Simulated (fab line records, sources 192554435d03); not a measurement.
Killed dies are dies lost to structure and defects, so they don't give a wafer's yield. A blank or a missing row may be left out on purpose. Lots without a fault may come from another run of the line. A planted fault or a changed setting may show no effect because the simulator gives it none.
Which tool did it? | flow n5_finfet | 10 lots, 30 wafers sampled, at 5 steps of a route of 1938

WHAT THE GAUGES READ, wafer by wafer
N5_BEOL_M4_RC_MEAS_101. Usual: DIBL_N 36.7 mV/V, standard deviation 2.4; DIBL_P 37.4 mV/V, standard deviation 2.9; IOFF_N 0.18 nA/um, standard deviation 0.05; IOFF_P 0.23 nA/um, standard deviation 0.058; ION_N 683 uA/um, standard deviation 16; ION_P 467 uA/um, standard deviation 11; SS_N 71.7 mV/dec, standard deviation 0.77; SS_P 73.5 mV/dec, standard deviation 0.87; VT_N 249 mV, standard deviation 4.3; VT_P -250 mV, standard deviation 4.4.
lot  | measured     | on        | DIBL_N (mV/V)  | DIBL_P (mV/V)  | IOFF_N (nA/um) | IOFF_P (nA/um) | ION_N (uA/um) | ION_P (uA/um) | SS_N (mV/dec)  | SS_P (mV/dec)  | VT_N (mV)   | VT_P (mV)      | flag
L534 | day 8 05:15  | prober-01 | 40.3 39.0 38.0 | 40.8 38.0 38.5 | 0.21 0.17 0.17 | 0.26 0.21 0.23 | 705 685 665   | 477 461 456   | 72.5 72.2 71.6 | 74.6 73.5 73.4 | 248 250 250 | -248 -254 -252 |
L533 | day 8 08:13  | prober-02 | 35.9 35.8 38.7 | 34.4 36.3 38.9 | 0.14 0.16 0.21 | 0.17 0.21 0.25 | 669 697 704   | 455 481 479   | 71.1 71.3 71.7 | 72.3 73.1 74.3 | 254 247 247 | -253 -251 -248 |
L535 | day 8 13:13  | prober-02 | 44.2 35.3 38.9 | 45.7 36.6 40.1 | 0.35 0.15 0.20 | 0.40 0.23 0.28 | 696 685 669   | 473 471 463   | 73.9 71.3 72.6 | 76.2 73.1 73.9 | 242 251 247 | -242 -250 -247 |
L536 | day 8 22:30  | prober-01 | 37.9 33.1 34.5 | 36.9 32.0 32.7 | 0.17 0.11 0.12 | 0.20 0.14 0.14 | 657 679 660   | 450 458 447   | 72.0 71.3 70.7 | 73.5 71.7 72.0 | 251 252 257 | -251 -257 -256 |
L537 | day 9 03:58  | prober-01 | 36.8 39.4 35.4 | 38.4 42.4 37.2 | 0.15 0.25 0.14 | 0.23 0.32 0.21 | 665 709 668   | 467 489 464   | 71.2 73.4 71.2 | 74.1 74.4 74.1 | 253 245 254 | -250 -246 -254 |
L543 | day 10 11:44 | prober-01 | 37.4 36.5 38.0 | 38.8 35.5 38.7 | 0.19 0.15 0.19 | 0.24 0.18 0.24 | 682 667 697   | 463 448 475   | 72.1 71.5 72.1 | 73.5 71.9 73.1 | 248 251 245 | -250 -253 -249 |
L544 | day 10 19:13 | prober-02 | 34.1 34.8 35.5 | 33.5 34.8 36.5 | 0.12 0.13 0.16 | 0.18 0.19 0.23 | 677 684 711   | 468 477 484   | 69.9 71.2 70.5 | 72.7 73.0 73.3 | 252 252 246 | -252 -249 -246 |
L546 | day 11 11:25 | prober-02 | 40.2 36.4 40.9 | 40.8 36.5 42.7 | 0.23 0.16 0.29 | 0.29 0.22 0.33 | 690 691 711   | 473 476 480   | 73.1 71.3 72.8 | 74.3 72.9 74.5 | 243 247 238 | -246 -249 -242 |
L550 | day 12 02:56 | prober-01 | 33.5 38.5 38.0 | 32.2 38.8 37.9 | 0.11 0.20 0.20 | 0.16 0.25 0.25 | 670 689 702   | 464 472 474   | 71.7 72.1 72.0 | 72.3 74.1 74.1 | 256 247 247 | -255 -249 -248 |
L551 | day 12 14:08 | prober-01 | 40.3 40.3 35.6 | 42.7 41.8 37.4 | 0.30 0.27 0.19 | 0.37 0.34 0.24 | 702 679 703   | 484 466 483   | 73.1 73.4 71.7 | 74.9 76.0 72.8 | 240 245 245 | -243 -246 -247 |

WHICH TOOL RAN EACH LOT (tool, then ch and the chambers of the sampled wafers, then the start)
lot  | N5_BEOL_M3_ETCH_70                 | N5_BEOL_M3_DEGAS_44          | N5_BEOL_M3_CVD_47                | N5_BEOL_M3_ANNEAL_82
L534 | rie_diel-05 ch 1,2,3, day 7 16:22  | pvd_sputter-02, day 7 17:05  | cvd_co-01 ch 0,1,2, day 7 17:35  | pvd_sputter-03, day 7 18:16
L533 | rie_diel-05 ch 1,2,3, day 7 16:50  | pvd_sputter-02, day 7 17:26  | cvd_co-02 ch 1,2, day 7 17:50    | pvd_sputter-01, day 7 18:31
L535 | rie_diel-06 ch 0,1,3, day 7 21:38  | pvd_sputter-02, day 7 22:37  | cvd_co-02 ch 0,1, day 8 00:50    | pvd_sputter-03, day 8 01:31
L536 | rie_diel-02 ch 0,1, day 8 03:44    | pvd_sputter-03, day 8 04:26  | cvd_co-01 ch 0,1,2, day 8 05:04  | pvd_sputter-01, day 8 07:15
L537 | rie_diel-02 ch 0,2,3, day 8 08:12  | pvd_sputter-03, day 8 08:59  | cvd_co-01 ch 0,1, day 8 09:26    | pvd_sputter-02, day 8 10:14
L543 | rie_diel-02 ch 0,1,2, day 9 22:58  | pvd_sputter-03, day 9 23:55  | cvd_co-01 ch 1,2, day 10 00:28   | pvd_sputter-03, day 10 01:10
L544 | rie_diel-02 ch 0,1,3, day 10 06:27 | pvd_sputter-03, day 10 07:19 | cvd_co-01 ch 0,1,2, day 10 07:48 | pvd_sputter-03, day 10 08:29
L546 | rie_diel-06 ch 0,3, day 10 15:25   | pvd_sputter-01, day 10 18:01 | cvd_co-01 ch 0,2, day 10 18:29   | pvd_sputter-02, day 10 19:19
L550 | rie_diel-06 ch 0,3, day 11 09:09   | pvd_sputter-03, day 11 10:31 | cvd_co-01 ch 1,2, day 11 11:00   | pvd_sputter-02, day 11 11:41
L551 | rie_diel-02 ch 2,3, day 11 16:26   | pvd_sputter-03, day 11 16:59 | cvd_co-01 ch 1,2, day 11 17:38   | pvd_sputter-03, day 11 18:20
- N5_BEOL_M3_ETCH_70: etches SOC in N2/H2, target depth 80 nm, overetch 16 nm, time 120 s.
- N5_BEOL_M3_DEGAS_44: time 60 s.
- N5_BEOL_M3_CVD_47: deposits Co from CCTBA/H2, target thk 3 nm, time 223.8 s.
- N5_BEOL_M3_ANNEAL_82: time 240 s.

WHAT THE TOOLS THEMSELVES READ (means of the sampled wafers that have a number; where no wafer has one, the mark that the record gives instead)
N5_BEOL_M3_ETCH_70. Usual: drypump_motor_current_A 5.5 A, standard deviation 0.42; oes_product_au 0.62 a.u., standard deviation 0.055; rf_vpp_V 524.5 V, standard deviation 2.9; showerhead_plenum_p_Torr 2.56 Torr, standard deviation 0.11; throttle_valve_pct 17.71 %, standard deviation 0.21.
lot  | tool        | drypump_motor_current_A (A) | oes_product_au (a.u.) | rf_vpp_V (V) | showerhead_plenum_p_Torr (Torr) | throttle_valve_pct (%) | flag
L534 | rie_diel-05 | 5.4                         | 0.67                  | 525.7        | 2.64                            | 17.87                  |
L533 | rie_diel-05 | 5.4                         | 0.66                  | 526.0        | 2.64                            | 17.88                  |
L535 | rie_diel-06 | 5.4                         | 0.62                  | 522.5        | 2.47                            | 17.55                  |
L536 | rie_diel-02 | 5.7                         | 0.59                  | 522.4        | 2.45                            | 17.52                  |
L537 | rie_diel-02 | 5.5                         | 0.56                  | 523.5        | 2.56                            | 17.86                  |
L543 | rie_diel-02 | 5.7                         | 0.57                  | 522.8        | 2.48                            | 17.68                  |
L544 | rie_diel-02 | 5.5                         | 0.57                  | 524.2        | 2.53                            | 17.73                  |
L546 | rie_diel-06 | 5.7                         | 0.66                  | 523.0        | 2.50                            | 17.49                  |
L550 | rie_diel-06 | 5.8                         | 0.62                  | 520.9        | 2.41                            | 17.46                  |
L551 | rie_diel-02 | 5.8                         | 0.55                  | 523.9        | 2.55                            | 17.99                  |

N5_BEOL_M3_DEGAS_44. Usual: heater_power_w 322 W, standard deviation 44.
lot  | tool           | heater_power_w (W) | flag
L534 | pvd_sputter-02 | 285                |
L533 | pvd_sputter-02 | 285                |
L535 | pvd_sputter-02 | 284                |
L536 | pvd_sputter-03 | 335                |
L537 | pvd_sputter-03 | 341                |
L543 | pvd_sputter-03 | 309                |
L544 | pvd_sputter-03 | 304                |
L546 | pvd_sputter-01 | 312                |
L550 | pvd_sputter-03 | 404                |
L551 | pvd_sputter-03 | 330                |

N5_BEOL_M3_CVD_47. Usual: run_length_s 246.3 s, standard deviation 0.58.
lot  | tool      | run_length_s (s) | flag
L534 | cvd_co-01 | 246.2            |
L533 | cvd_co-02 | 246.0            |
L535 | cvd_co-02 | 246.5            |
L536 | cvd_co-01 | 246.2            |
L537 | cvd_co-01 | 246.2            |
L543 | cvd_co-01 | 245.9            |
L544 | cvd_co-01 | 246.4            |
L546 | cvd_co-01 | 246.7            |
L550 | cvd_co-01 | 247.2            |
L551 | cvd_co-01 | 247.1            |

N5_BEOL_M3_ANNEAL_82. Usual: heater_power_w 796 W, standard deviation 99.
lot  | tool           | heater_power_w (W) | flag
L534 | pvd_sputter-03 | 785                |
L533 | pvd_sputter-01 | 843                |
L535 | pvd_sputter-03 | 830                |
L536 | pvd_sputter-01 | 852                |
L537 | pvd_sputter-02 | 766                |
L543 | pvd_sputter-03 | 793                |
L544 | pvd_sputter-03 | 844                |
L546 | pvd_sputter-02 | 712                |
L550 | pvd_sputter-02 | 720                |
L551 | pvd_sputter-03 | 776                |

THE ANSWER, worked out from the rows above alone
Rule: a lot is off if the mean of its wafers that have a number lies more than 3 standard deviations from the usual mean. A lot without any number at a reading at which 4 lots or more have one is off too. The other lots that the step has rows for count as sound. The gauges are gone through in route order, then the tools' own readings, and for those a lot's mean is taken as printed above. The first step at which some lot is off is used, and at that step the reading that is off furthest; a lot without a number counts as furthest.
No lot is off at any reading shown: from this, nothing can be told.

WHAT THE SIMULATOR HAD PUT IN
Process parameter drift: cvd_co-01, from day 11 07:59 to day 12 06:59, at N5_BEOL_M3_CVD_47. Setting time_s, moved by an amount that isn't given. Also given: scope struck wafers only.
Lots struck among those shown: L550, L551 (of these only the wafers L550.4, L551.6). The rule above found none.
